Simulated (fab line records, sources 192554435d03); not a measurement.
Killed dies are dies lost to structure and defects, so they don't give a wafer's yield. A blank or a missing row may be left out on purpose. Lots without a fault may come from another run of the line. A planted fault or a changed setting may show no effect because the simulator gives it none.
fab line records | flow n5_finfet | part 2 of 2: steps 18 to 25 of 25
record lots=5 wafers=15 last_day=17
route steps=1938 shown BEOL_M0_CUTY@701 BEOL_M0@715
lots that met no fault: from a run of the same line without faults
start_h: hours from the record's first day to the start of the lot's first wafer shown | wait_h: hours since the lot's step before | " the same as in the row above | L1.1+2: a row that stands for several wafers | - no value, or no start given | * or withheld: withheld | < > ~ a bound
route shown NAME@n: a module of which the file shows steps, and the number in the route of the first | usual: mean/standard deviation of fault-free wafers | same: alike in all rows | chamber/n: place in a boat | sites: the reading at each site | _std_site: their standard deviation | _edge_site: outer sites' mean less inner sites' | radius_mm: how far each site lies from the wafer's centre | mask NAME#n: copy n | behind: the tool/chamber that last shaped the wafer | hold: why the lot was held/for how many hours/how that ended | device: the transistor (n, p or np) that didn't switch | end of line: the same wafers' tests at the end of the route | a step without rows: its recipe alone | killed: dies lost to structure and defects at the first sort, not the wafer's yield | map: a wafer's dies, x killed, . not, _ none there
set.NAME: the setting as run; set.NAME@STEP: as run at that earlier step | model.NAME: the simulator's own value behind a step, which no gauge read
lots at some steps of the route; a table a step, a row a wafer
services: from which hour (start_h, from the record's first day; less than 0 if before it) a tool's chamber was out of use, for how many hours, and why
## steps
# step N5_BEOL_M0_STRIP_104
# recipe chemistry=N2/H2 power_w=450 temp_c=40 pressure_mtorr=20 rf_frequency_hz=6e+07 overash_fraction=0.3 bias_power_w=7 h2_frac=0.5 n2_flow_sccm=200 h2_flow_sccm=200
# usual bias_power_w=7.003/0.022 drypump_motor_current_A=5.7/0.31 oes_product_au=0.75/0.066 rf_vpp_V=59.0/1.6 showerhead_plenum_p_Torr=2.55/0.09 throttle_valve_pct=23.77/0.25
# columns lot.wafer tool chamber start_h wait_h bias_power_w drypump_motor_current_A oes_product_au rf_hours_counter_h rf_vpp_V showerhead_plenum_p_Torr throttle_valve_pct
L079.2 rie_diel-02 3 140.51 0.0 7.029 5.6 0.74 195 62.4 2.51 23.93
L079.3 " 2 " " 6.962 5.4 0.72 209 59.1 2.52 23.51
L079.6 " 3 " " 6.985 5.6 0.74 - 59.5 2.51 23.94
L087.1 rie_diel-06 0 196.97 0.0 7.013 5.8 0.72 186 61.4 2.64 23.91
L087.2 " 2 " " 7.015 6.3 0.98 2 61.0 2.72 23.29
L087.6 " 1 " " 7.009 5.5 0.73 - 55.3 2.52 24.10
L092.3 rie_diel-02 3 220.22 0.0 7.012 5.6 0.73 222 57.4 2.50 24.00
L092.4 " 2 " " 7.007 5.4 0.69 - 57.0 2.51 23.55
L092.6 " 3 " " 6.981 5.6 0.73 - 58.1 2.50 23.98
L094.3 rie_diel-03 0 229.85 0.0 7.015 5.6 0.76 168 60.0 2.44 24.06
L094.5 " 0 " " 6.983 5.5 0.76 - 57.2 2.44 24.10
L094.6 " 1 " " 7.024 5.3 0.68 - 57.2 2.62 23.76
L097.2 rie_diel-06 3 253.27 0.0 6.991 5.2 0.74 193 58.1 2.41 23.42
L097.3 " 2 " " 6.958 6.2 0.91 20 61.1 2.71 23.28
L097.5 " 0 " " 6.976 5.8 0.71 - 59.0 2.63 23.89
# step N5_BEOL_M0_WET_ETCH_106
# recipe chemistry=DHF dilution=10:1 temp_c=25 target=SiO2 target_depth_a=1300 dry=ipa_marangoni rinse_time_s=30 rinse_temp_c=23
# columns lot.wafer tool chamber start_h wait_h
L079.2+3+6 wet_bench-05 3,1,6 140.58 -
L087.1+2+6 wet_bench-06 1,2,5 197.04 -
L092.3+4+6 wet_bench-06 1,7,2 220.29 -
L094.3+5+6 wet_bench-05 3,2,4 229.91 -
L097.2+3+5 wet_bench-06 0,4,7 253.34 -
# step N5_BEOL_M0_ETCH_128
# recipe chemistry=CF4/N2 target_depth_a=120 overetch_a=51 target=SiCN time_s=21.4 ion_energy_ev=150 pressure_mtorr=40 source_w=430 bias_w=70 Ar_flow_sccm=100 cf4_flow_sccm=60 n2_flow_sccm=60
# usual drypump_motor_current_A=5.7/0.31 oes_product_au=0.52/0.044 rf_vpp_V=382.5/2 showerhead_plenum_p_Torr=2.22/0.074 throttle_valve_pct=15.51/0.21
# columns lot.wafer tool chamber start_h wait_h drypump_motor_current_A oes_product_au rf_hours_counter_h rf_vpp_V showerhead_plenum_p_Torr throttle_valve_pct
L079.2 rie_diel-03 3 140.74 0.1 5.9 0.62 39 383.9 2.33 15.24
L079.3 " 2 " " 6.1 0.49 209 382.3 2.19 15.35
L079.6 " 2 " " 6.1 0.50 - 381.0 2.19 15.37
L087.1 rie_diel-02 1 197.71 0.6 5.9 0.50 220 384.7 2.27 15.69
L087.2 " 0 " " 5.6 0.48 222 382.4 2.19 15.48
L087.6 " 2 " " 5.4 0.49 - 380.5 2.18 15.48
L092.3 rie_diel-06 0 221.06 0.7 5.8 0.50 192 385.0 2.28 15.59
L092.4 " 3 " " 5.2 0.50 182 380.5 2.10 15.24
L092.6 " 1 " " 5.5 0.51 - 382.7 2.19 15.81
L094.3 rie_diel-06 1 229.97 0.0 5.4 0.51 223 381.4 2.19 15.81
L094.5 " 0 " " 5.8 0.51 - 383.5 2.28 15.59
L094.6 " 1 " " 5.4 0.51 - 381.3 2.19 15.82
L097.2 rie_diel-03 0 253.73 0.4 5.6 0.51 176 380.3 2.11 15.55
L097.3 " 2 " " 6.1 0.47 249 380.6 2.18 15.44
L097.5 " 3 " " 5.9 0.59 - 385.7 2.32 15.30
# step N5_BEOL_M0_TRENCH_ETCH_107
# recipe chemistry=C4F6/O2 target_depth_a=328 target=SiOC time_s=16.4 ion_energy_ev=250 pressure_mtorr=30 source_w=355 bias_w=185 Ar_flow_sccm=300 C4F6_flow_sccm=10 O2_flow_sccm=10
# usual drypump_motor_current_A=5.7/0.31 oes_product_au=0.75/0.065 rf_vpp_V=663/12 showerhead_plenum_p_Torr=2.86/0.094 throttle_valve_pct=20.88/0.23
# columns lot.wafer tool chamber start_h wait_h drypump_motor_current_A oes_product_au rf_hours_counter_h rf_vpp_V showerhead_plenum_p_Torr throttle_valve_pct
L079.2 rie_diel-03 3 140.78 0.0 5.9 0.88 39 671 2.99 20.60
L079.3 " 2 " " 6.2 0.71 209 652 2.83 20.70
L079.6 " 2 " " 6.2 0.71 - 652 2.83 20.71
L087.1 rie_diel-02 1 197.75 0.0 5.9 0.72 220 674 2.91 21.03
L087.2 " 0 " " 5.5 0.68 222 668 2.81 20.76
L087.6 " 2 " " 5.4 0.71 - 666 2.81 20.81
L092.3 rie_diel-06 0 221.10 0.0 5.8 0.72 192 657 2.94 21.00
L092.4 " 3 " " 5.2 0.72 182 655 2.71 20.57
L092.6 " 1 " " 5.4 0.71 - 693 2.82 21.24
L094.3 rie_diel-06 1 230.01 0.0 5.5 0.72 223 691 2.82 21.25
L094.5 " 0 " " 5.8 0.73 - 660 2.94 21.02
L094.6 " 1 " " 5.4 0.72 - 692 2.82 21.25
L097.2 rie_diel-03 0 253.77 0.0 5.6 0.74 176 657 2.72 20.92
L097.3 " 2 " " 6.1 0.68 249 651 2.81 20.77
L097.5 " 3 " " 5.9 0.82 - 671 2.97 20.67
# step N5_BEOL_M0_STRIP_142
# recipe chemistry=N2/H2 time_s=10 power_w=450 temp_c=40 pressure_mtorr=20 rf_frequency_hz=6e+07 bias_power_w=7 n2_flow_sccm=200 h2_flow_sccm=200
# usual bias_power_w=7.003/0.022 drypump_motor_current_A=5.7/0.31 oes_product_au=0.75/0.067 rf_vpp_V=59.2/0.83 showerhead_plenum_p_Torr=2.55/0.09 throttle_valve_pct=23.74/0.26
# columns lot.wafer tool chamber start_h wait_h bias_power_w drypump_motor_current_A oes_product_au rf_hours_counter_h rf_vpp_V showerhead_plenum_p_Torr throttle_valve_pct
L079.2 rie_diel-03 3 140.80 0.0 7.037 5.9 0.88 39 61.1 2.70 23.62
L079.3 " 2 " " 6.998 6.1 0.72 209 59.7 2.51 23.68
L079.6 " 2 " " 7.037 6.2 0.71 - 59.6 2.51 23.69
L087.1 rie_diel-02 1 197.77 0.0 7.037 5.9 0.71 220 60.2 2.61 24.05
L087.2 " 0 " " 7.032 5.6 0.68 222 60.7 2.50 23.29
L087.6 " 2 " " 6.984 5.4 0.71 - 59.5 2.51 23.55
L092.3 rie_diel-06 0 221.13 0.0 6.969 5.8 0.72 192 59.7 2.64 23.88
L092.4 " 3 " " 6.988 5.2 0.74 182 59.8 2.42 23.41
L092.6 " 1 " " 7.034 5.4 0.71 - 58.8 2.52 24.09
L094.3 rie_diel-06 1 230.04 0.0 6.977 5.4 0.72 223 59.0 2.52 24.09
L094.5 " 0 " " 6.991 5.8 0.72 - 59.8 2.64 23.88
L094.6 " 1 " " 6.968 5.4 0.71 - 58.7 2.52 24.08
L097.2 rie_diel-03 0 253.80 0.0 6.980 5.6 0.76 176 60.1 2.44 24.10
L097.3 " 2 " " 6.997 6.1 0.69 249 58.0 2.50 23.75
L097.5 " 3 " " 7.011 5.9 0.84 - 58.3 2.68 23.65
# step N5_BEOL_M0_OCD_MEAS_108
# usual trench_depth_nm=32.6/0.56
# columns lot.wafer tool chamber start_h wait_h trench_depth_nm
L079.2 ocd-02 - 140.88 0.1 32.4
L079.3 " - " " 32.2
L079.6 " - " " 32.6
L087.1 ocd-01 - 197.85 0.1 32.5
L087.2 " - " " 32.0
L087.6 " - " " 33.1
L092.3 ocd-01 - 221.22 0.1 32.6
L092.4 " - " " 32.3
L092.6 " - " " 32.0
L094.3 ocd-02 - 230.12 0.1 32.4
L094.5 " - " " 33.2
L094.6 " - " " 32.5
L097.2 ocd-02 - 253.88 0.1 32.4
L097.3 " - " " 31.9
L097.5 " - " " 32.1
# step N5_BEOL_M0_HM_STRIP_129
# recipe chemistry=peroxide_tin_strip material=TiN target_depth_a=170 temp_c=50 time_s=108
# columns lot.wafer tool chamber start_h wait_h
L079.2+3+6 wet_bench-05 2,4,1 140.91 0.0
L087.1+2+6 wet_bench-06 2,4,3 197.88 0.0
L092.3+4+6 wet_bench-01 6,3,4 221.25 0.0
L094.3+5+6 wet_bench-01 3,7,4 230.15 0.0
L097.2+3+5 wet_bench-06 1,5,2 253.92 0.0
# step N5_BEOL_M0_SRD_130
# recipe time_s=30 temp_c=23 rinse_liquid=diw dry=ipa_marangoni
# columns lot.wafer tool chamber start_h wait_h
L079.2+3+6 wet_bench-05 2,4,1 140.95 0.0
L087.1+2+6 wet_bench-06 2,4,3 197.92 0.0
L092.3+4+6 wet_bench-01 6,3,4 221.28 0.0
L094.3+5+6 wet_bench-01 3,7,4 230.18 0.0
L097.2+3+5 wet_bench-06 1,5,2 253.95 0.0
## services
# columns tool chamber start_h hours kind
wet_bench-01 - 115.15 2.5 repair
rie_metal-02 1 118.02 13.9 repair
arfi_scanner-01 - 118.79 1.0 pm
rie_diel-06 3 119.33 22.6 repair
arfi_scanner-01 - 124.79 24.0 pm
rie_diel-02 1 146.47 3.9 repair
arfi_scanner-01 - 148.79 1.3 pm
arfi_scanner-03 - 152.25 1.0 pm
arfi_scanner-03 - 157.42 1.3 pm
rie_metal-03 - 168.61 0.6 repair
arfi_scanner-01 - 175.38 30.4 repair
rie_diel-02 3 185.18 6.4 repair
arfi_scanner-02 - 188.46 1.0 pm
arfi_scanner-02 - 194.25 3.0 pm
arfi_scanner-01 - 205.82 4.9 pm
rie_diel-03 3 225.89 3.9 repair
arfi_scanner-01 - 236.86 0.8 pm
arfi_scanner-02 - 239.47 1.3 pm
arfi_scanner-02 - 240.77 1.5 pm
rie_diel-02 2 241.87 - clean
rie_diel-02 2 241.87 - consumable_replace:focus_ring
rie_diel-02 2 241.87 24.2 scheduled_down
rie_metal-02 - 243.73 5.6 repair
arfi_scanner-03 - 250.57 0.8 pm
